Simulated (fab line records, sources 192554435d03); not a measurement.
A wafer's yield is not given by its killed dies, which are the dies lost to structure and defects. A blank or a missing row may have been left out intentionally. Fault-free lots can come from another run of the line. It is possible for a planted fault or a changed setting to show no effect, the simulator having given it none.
fab line records -- flow n5-finfet -- part 2 of 2: steps 22 to 28 of 28
[record] lots = 5, wafers = 15, last-day = 20
route steps=1938 shown BEOL_M4@1041
lots that met no fault: taken from a fault-free run of the same line
start-h: the number of hours between the record's first day and the start of the first shown wafer of the lot -- wait-h: time in hours since the lot's previous step -- " the same as in the row above -- L1.1+2: a row that stands for several wafers -- - no value, or no start was given -- * or withheld: withheld -- < > ~ a bound
route shown NAME@n: a module of which the file shows steps, and the number in the route of the first -- usual: mean/standard deviation of fault-free wafers -- same: alike in all rows -- chamber/n: place in a boat -- sites: per-site readings -- _std_site: standard deviation of those values -- _edge_site: mean of outer sites minus mean of inner sites -- radius-mm: for every site, how far away it sits from the centre of the wafer -- mask NAME#n: copy n -- behind: tool/chamber where the wafer was last shaped -- hold: what put the lot on hold/how long, in hours/how the hold closed -- device: transistor that didn't switch, given as n, p or np -- end of line: the same wafers' tests at the end of the route -- a step without rows: its recipe alone -- killed: dies lost to structure and defects at the first sort, not the wafer's yield -- map: the dies of a wafer, with x for killed, . for not killed, _ for no die there
set.NAME: the setting that was run; set.NAME@STEP: the one run at that earlier step -- model.NAME: the simulator's own value behind a step, which no gauge read
a table for each step, a row for each wafer; lots at some steps of the route
services: from which hour (start-h, from the record's first day; less than 0 if before it) a tool's chamber was out of use, for how many hours, and why
[[steps]]
[step N5_BEOL_M4_ALD_98]
[recipe] material = SiO2, target-thk-a = 25, temp-c = 100, ald-precursor-family = BDEAS, ald-co-reactant = O2-plasma, pulse-time-s = 1, co-reactant-pulse-time-s = 1, purge-time-s = 2, co-reactant-purge-time-s = 2, ald-cycles = 17, pressure-torr = 2
[usual] heater-power-w = 77/8, precursor-pulse-height-rel = 0.997/0.017, susceptor-temp-C = 100.02/0.13
lot.wafer,tool,chamber,start-h,wait-h,heater-power-w,precursor-pulse-height-rel,susceptor-temp-C
L076.2,ald-sin-04,3,214.41,0.1,70,0.991,100.15
L076.3,ald-sin-04,2,214.41,0.1,76,0.986,99.94
L076.5,ald-sin-04,1,214.41,0.1,65,0.987,99.80
L077.1,ald-sin-01,1,219.10,0.1,94,1.031,100.19
L077.2,ald-sin-01,3,219.10,0.1,70,1.002,99.87
L077.4,ald-sin-01,3,219.10,0.1,73,1.015,100.02
L081.3,ald-sin-04,3,232.68,0.1,70,1.024,100.11
L081.4,ald-sin-04,3,232.68,0.1,70,0.998,99.97
L081.6,ald-sin-04,1,232.68,0.1,63,1.021,100.00
L086.1,ald-sin-02,3,260.94,0.1,72,0.989,100.00
L086.2,ald-sin-02,0,260.94,0.1,78,1.004,99.92
L086.6,ald-sin-02,1,260.94,0.1,87,0.997,99.90
L097.3,ald-sin-04,0,337.89,0.1,76,0.990,99.95
L097.5,ald-sin-04,3,337.89,0.1,69,1.004,99.92
L097.6,ald-sin-04,0,337.89,0.1,74,0.971,99.97
[step N5_BEOL_M4_ETCHBACK_99]
[recipe] chemistry = CHF3, target = SiO2, target-depth-a = 50, time-s = 10.4, source-w = 215, bias-w = 47, Ar_flow_sccm = 200, CHF3_flow_sccm = 12, ion-energy-ev = 100, pressure-mtorr = 30
[usual] drypump-motor-current-A = 5.6/0.49, oes_f_703_au = 0.80/0.092, oes-product-au = 0.80/0.09, rf-vpp-V = 242/7.1, showerhead-plenum-p-Torr = 2.16/0.065, throttle-valve-pct = 16.90/0.19
lot.wafer,tool,chamber,start-h,wait-h,drypump-motor-current-A,oes_f_703_au,oes-product-au,rf-hours-counter-h,rf-vpp-V,showerhead-plenum-p-Torr,throttle-valve-pct
L076.2,rie-diel-05,2,240.57,26.1,5.4,0.77,0.76,155,245,2.18,16.88
L076.3,rie-diel-05,1,240.57,26.1,6.4,0.83,0.85,51,232,2.11,16.77
L076.5,rie-diel-05,3,240.57,26.1,5.3,0.88,0.91,-,250,2.11,16.79
L077.1,rie-diel-04,2,249.99,30.8,4.9,0.69,0.73,163,249,2.16,16.78
L077.2,rie-diel-04,1,249.99,30.8,6.3,0.84,0.86,53,252,2.20,17.15
L077.4,rie-diel-04,2,249.99,30.8,4.9,0.69,0.73,-,250,2.16,16.77
L081.3,rie-diel-05,3,261.34,28.6,5.3,0.87,0.88,42,250,2.10,16.81
L081.4,rie-diel-05,2,261.34,28.6,5.4,0.76,0.75,163,246,2.17,16.90
L081.6,rie-diel-05,1,261.34,28.6,6.4,0.81,0.83,-,233,2.11,16.79
L086.1,rie-diel-01,0,294.37,33.4,5.5,0.67,0.68,232,247,2.14,17.26
L086.2,rie-diel-01,3,294.37,33.4,5.6,0.84,0.80,101,233,2.08,16.72
L086.6,rie-diel-01,3,294.37,33.4,5.6,0.85,0.80,-,231,2.08,16.73
L097.3,rie-diel-01,3,370.70,32.8,5.6,0.82,0.76,132,233,2.07,16.78
L097.5,rie-diel-01,3,370.70,32.8,5.6,0.81,0.77,-,232,2.07,16.78
L097.6,rie-diel-01,0,370.70,32.8,5.5,0.96,1.00,-,246,2.13,16.80
[step N5_BEOL_M4_ETCH_70]
[recipe] chemistry = N2/H2, target = SOC, target-depth-a = 800, overetch-a = 240, mask-material = SiARC, temp-c = 40, time-s = 130, ion-energy-ev = 200, pressure-mtorr = 30, source-w = 840, bias-w = 150, n2-flow-sccm = 200, h2-flow-sccm = 200
[usual] drypump-motor-current-A = 5.6/0.49, oes-product-au = 0.59/0.063, rf-vpp-V = 523.8/2.1, showerhead-plenum-p-Torr = 2.55/0.079, throttle-valve-pct = 17.60/0.29
lot.wafer,tool,chamber,start-h,wait-h,drypump-motor-current-A,oes-product-au,rf-hours-counter-h,rf-vpp-V,showerhead-plenum-p-Torr,throttle-valve-pct
L076.2,rie-diel-05,2,240.61,0.0,5.4,0.55,155,523.9,2.53,17.43
L076.3,rie-diel-05,1,240.61,0.0,6.4,0.62,51,522.3,2.48,17.42
L076.5,rie-diel-05,3,240.61,0.0,5.3,0.67,-,522.8,2.48,17.58
L077.1,rie-diel-04,2,250.02,0.0,4.9,0.54,163,523.8,2.55,17.49
L077.2,rie-diel-04,1,250.02,0.0,6.3,0.62,53,525.3,2.60,17.93
L077.4,rie-diel-04,2,250.02,0.0,4.9,0.54,-,522.7,2.55,17.47
L081.3,rie-diel-05,3,261.38,0.0,5.3,0.67,42,521.2,2.48,17.61
L081.4,rie-diel-05,2,261.38,0.0,5.4,0.55,163,524.0,2.53,17.44
L081.6,rie-diel-05,1,261.38,0.0,6.4,0.62,-,523.0,2.48,17.46
L086.1,rie-diel-01,0,294.41,0.0,5.5,0.51,232,522.9,2.51,17.91
L086.2,rie-diel-01,3,294.41,0.0,5.7,0.59,102,522.2,2.48,17.53
L086.6,rie-diel-01,3,294.41,0.0,5.7,0.58,-,522.6,2.48,17.53
L097.3,rie-diel-01,3,370.74,0.0,5.6,0.56,132,520.8,2.46,17.59
L097.5,rie-diel-01,3,370.74,0.0,5.7,0.57,-,521.4,2.46,17.58
L097.6,rie-diel-01,0,370.74,0.0,5.5,0.73,-,523.7,2.51,17.46
[step N5_BEOL_M4_STRIP_71]
[recipe] chemistry = N2/H2, temp-c = 40, n2-flow-sccm = 200, h2-flow-sccm = 200, rf-frequency-hz = 6e+07
lot.wafer,tool,chamber,start-h,wait-h
L076.2+3+5,rie-diel-05,"2,1,3",240.69,0.0
L077.1+2+4,rie-diel-04,"2,1,2",250.11,0.0
L081.3+4+6,rie-diel-05,"3,2,1",261.46,0.0
L086.1+2+6,rie-diel-01,"0,3,3",294.49,0.0
L097.3+5+6,rie-diel-01,"3,3,0",370.82,0.0
[step N5_BEOL_M4_STRIP_78]
[recipe] chemistry = N2/H2, temp-c = 40, n2-flow-sccm = 200, h2-flow-sccm = 200, rf-frequency-hz = 6e+07
lot.wafer,tool,chamber,start-h,wait-h
L076.2+3+5,rie-diel-05,"2,1,3",240.70,0.0
L077.1+2+4,rie-diel-04,"2,1,2",250.12,0.0
L081.3+4+6,rie-diel-05,"3,2,1",261.47,0.0
L086.1+2+6,rie-diel-01,"0,3,3",294.50,0.0
L097.3+5+6,rie-diel-01,"3,3,0",370.83,0.0
[step N5_BEOL_M4_VIA_ETCH_34]
[recipe] chemistry = C4F6/O2, target-depth-a = 694, mask-material = SOC, pressure-mtorr = 15, ion-energy-ev = 250, taper-deg = 4, time-s = 65.9, source-w = 350, bias-w = 170, Ar_flow_sccm = 300, C4F6_flow_sccm = 10, O2_flow_sccm = 10
[usual] C4F6_flow_sccm = 9.997/0.028, drypump-motor-current-A = 5.6/0.49, oes_f_703_au = 0.80/0.095, oes-product-au = 0.80/0.091, rf-vpp-V = 670/19, showerhead-plenum-p-Torr = 2.85/0.083, throttle-valve-pct = 30.57/0.23
lot.wafer,tool,chamber,start-h,wait-h,C4F6_flow_sccm,drypump-motor-current-A,oes_f_703_au,oes-product-au,rf-hours-counter-h,rf-vpp-V,showerhead-plenum-p-Torr,throttle-valve-pct
L076.2,rie-diel-05,2,240.71,0.0,9.945,5.3,0.76,0.75,155,677,2.87,30.63
L076.3,rie-diel-05,1,240.71,0.0,10.027,6.4,0.82,0.83,51,641,2.79,30.54
L076.5,rie-diel-05,3,240.71,0.0,9.966,5.3,0.88,0.91,-,687,2.78,30.47
L077.1,rie-diel-04,2,250.13,0.0,10.005,4.9,0.67,0.72,163,690,2.85,30.47
L077.2,rie-diel-04,1,250.13,0.0,9.985,6.4,0.83,0.86,54,693,2.90,30.92
L077.4,rie-diel-04,2,250.13,0.0,10.007,4.9,0.67,0.72,-,689,2.85,30.48
L081.3,rie-diel-05,3,261.48,0.0,9.949,5.3,0.86,0.88,42,686,2.78,30.45
L081.4,rie-diel-05,2,261.48,0.0,10.058,5.4,0.75,0.75,163,678,2.87,30.64
L081.6,rie-diel-05,1,261.48,0.0,9.957,6.4,0.80,0.82,-,642,2.79,30.56
L086.1,rie-diel-01,0,294.51,0.0,9.967,5.5,0.66,0.68,232,682,2.83,30.93
L086.2,rie-diel-01,3,294.51,0.0,10.004,5.6,0.84,0.79,102,639,2.74,30.16
L086.6,rie-diel-01,3,294.51,0.0,10.010,5.6,0.85,0.79,-,641,2.74,30.17
L097.3,rie-diel-01,3,370.84,0.0,10.019,5.6,0.82,0.76,132,639,2.73,30.19
L097.5,rie-diel-01,3,370.84,0.0,9.994,5.6,0.82,0.78,-,640,2.73,30.19
L097.6,rie-diel-01,0,370.84,0.0,9.980,5.5,0.96,1.00,-,684,2.82,30.52
[step N5_BEOL_M4_STRIP_83]
[recipe] chemistry = C4F6/O2, resist = SiARC, rf-frequency-hz = 6e+07
lot.wafer,tool,chamber,start-h,wait-h
L076.2+3+5,rie-diel-05,"2,1,3",240.76,0.0
L077.1+2+4,rie-diel-04,"2,1,2",250.18,0.0
L081.3+4+6,rie-diel-05,"3,2,1",261.53,0.0
L086.1+2+6,rie-diel-01,"0,3,3",294.56,0.0
L097.3+5+6,rie-diel-01,"3,3,0",370.89,0.0
[[services]]
tool,chamber,start-h,hours,kind
rie-metal-02,0,195.10,26.1,repair
euv-scanner-02,-,199.78,0.5,repair
euv-scanner-02,-,203.09,5.8,pm
rie-diel-04,3,206.48,9.8,repair
rie-diel-01,0,208.40,5.3,repair
rie-diel-05,-,208.65,0.6,repair
rie-diel-01,3,226.33,4.3,repair
euv-scanner-01,-,226.37,1.0,pm
rie-metal-02,-,229.43,0.2,repair
ald-sin-04,0,229.62,4.6,repair
rie-diel-05,1,232.14,1.4,repair
euv-scanner-02,-,237.42,1.0,pm
rie-metal-03,-,249.34,0.5,repair
ald-sin-04,-,260.60,2.8,pm
euv-scanner-01,-,269.60,3.9,repair
ald-sin-04,-,270.17,3.0,repair
euv-scanner-01,-,279.97,0.3,repair
rie-metal-02,0,280.06,1.3,repair
euv-scanner-02,-,286.88,4.6,pm
euv-scanner-02,-,293.57,1.0,pm
euv-scanner-02,-,321.47,1.6,repair
euv-scanner-02,-,346.43,2.0,repair
euv-scanner-02,-,349.72,1.0,pm
rie-diel-04,2,364.60,12.6,repair
